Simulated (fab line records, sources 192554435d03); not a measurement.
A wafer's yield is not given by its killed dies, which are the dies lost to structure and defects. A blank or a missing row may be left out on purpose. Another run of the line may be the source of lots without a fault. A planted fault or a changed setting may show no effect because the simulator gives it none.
2 desks looking at one fault    flow n5_finfet    every desk sees just its own numbers, and what lay behind them comes last

== AT THE METROLOGY DESK ==
What the gauges read for every lot (on any tool): the sampled wafers with a number, averaged. If a lot's mean is further than 4 standard deviations from the usual mean, the lot is out of limits and carries the mark OUT (the distance appears in the brackets). Shown here are 7 of its 11 readings, the ones lying furthest out on some lot.
Columns: A = cd_nm at N5_FIN_SAQP_CD_MEAS_27, usual 20.29 nm; B = DIBL_N at N5_BEOL_M4_RC_MEAS_101, usual 36.0 mV/V; C = DIBL_P at N5_BEOL_M4_RC_MEAS_101, usual 36.0 mV/V; D = IOFF_N at N5_BEOL_M4_RC_MEAS_101, usual 0.155 nA/um; E = SS_P at N5_BEOL_M4_RC_MEAS_101, usual 73.2 mV/dec; F = VT_N at N5_BEOL_M4_RC_MEAS_101, usual 250.4 mV; G = VT_P at N5_BEOL_M4_RC_MEAS_101, usual -251.0 mV
lot   first seen here  A      B     C     D      E     F      G
L688  day 2 06:40      20.10  35.1  34.1  0.118  73.0  254.7  -252.2
L696  day 4 06:02      20.35  35.4  36.6  0.148  73.8  250.4  -249.5
L698  day 4 17:41      20.33  36.0  35.2  0.151  72.8  252.0  -251.9
L699  day 4 23:31      19.65  35.8  35.8  0.160  73.3  248.1  -253.0
L700  day 5 06:19      19.59  35.8  35.6  0.170  73.6  248.4  -251.5
L702  day 5 21:25      20.54  35.5  37.0  0.151  73.0  248.8  -253.5
L707  day 7 01:47      20.44  37.6  36.7  0.168  73.8  248.6  -248.0
L708  day 7 05:44      20.35  33.6  33.1  0.129  72.4  253.0  -251.0
This desk's verdict: no lot among the 8 shows anything out of limits.

== THE TOOL OWNER'S DESK: ald_sin-01 ==
The tool's own readings at N5_FIN_SAQP_SPACER1_ALD_24 (deposits SiO2, target thk 20.3 nm, pulse time 1 s, purge time 2 s): means of the sampled wafers that have a number, for each lot that ran on this tool. If a lot's mean is further than 4 standard deviations from the usual mean, the lot is out of limits and carries the mark OUT (the distance appears in the brackets).
Columns: A = heater_power_w at N5_FIN_SAQP_SPACER1_ALD_24, usual 478 W; B = precursor_pulse_height_rel at N5_FIN_SAQP_SPACER1_ALD_24, usual 0.999; C = susceptor_temp_C at N5_FIN_SAQP_SPACER1_ALD_24, usual 300.00 C
lot   first seen here  A    B      C
L688  day 2 05:39      515  1.003  299.86
L696  day 4 05:02      394  1.014  300.11
L698  day 4 16:47      399  1.004  300.09
L699  day 4 22:33      498  0.974  320.24 (+96) OUT
L700  day 5 05:22      459  1.002  320.19 (+96) OUT
This desk's finding: out of limits on L699, L700; first on L699, day 4 22:33 (susceptor_temp_C at N5_FIN_SAQP_SPACER1_ALD_24). In limits: L688, L696, L698.

== BROUGHT TOGETHER ==
On L699, L700, at day 4 22:33, an alarm was possible from the tool owner's desk.
Metrology desk: nothing out of limits seen.
The metrology desk holds a record of L699, L700, inside its limits.
N5_FIN_SAQP_SPACER1_ALD_24 was run on ald_sin-01 by each of the lots named.

== WHAT THE SIMULATOR PUT IN ==
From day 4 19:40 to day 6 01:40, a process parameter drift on ald_sin-01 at N5_FIN_SAQP_SPACER1_ALD_24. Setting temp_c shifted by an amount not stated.
Shown lots that were struck: L699, L700.
Hours from the fault's start to each desk's first reading out of limits: the tool owner's desk, 3.
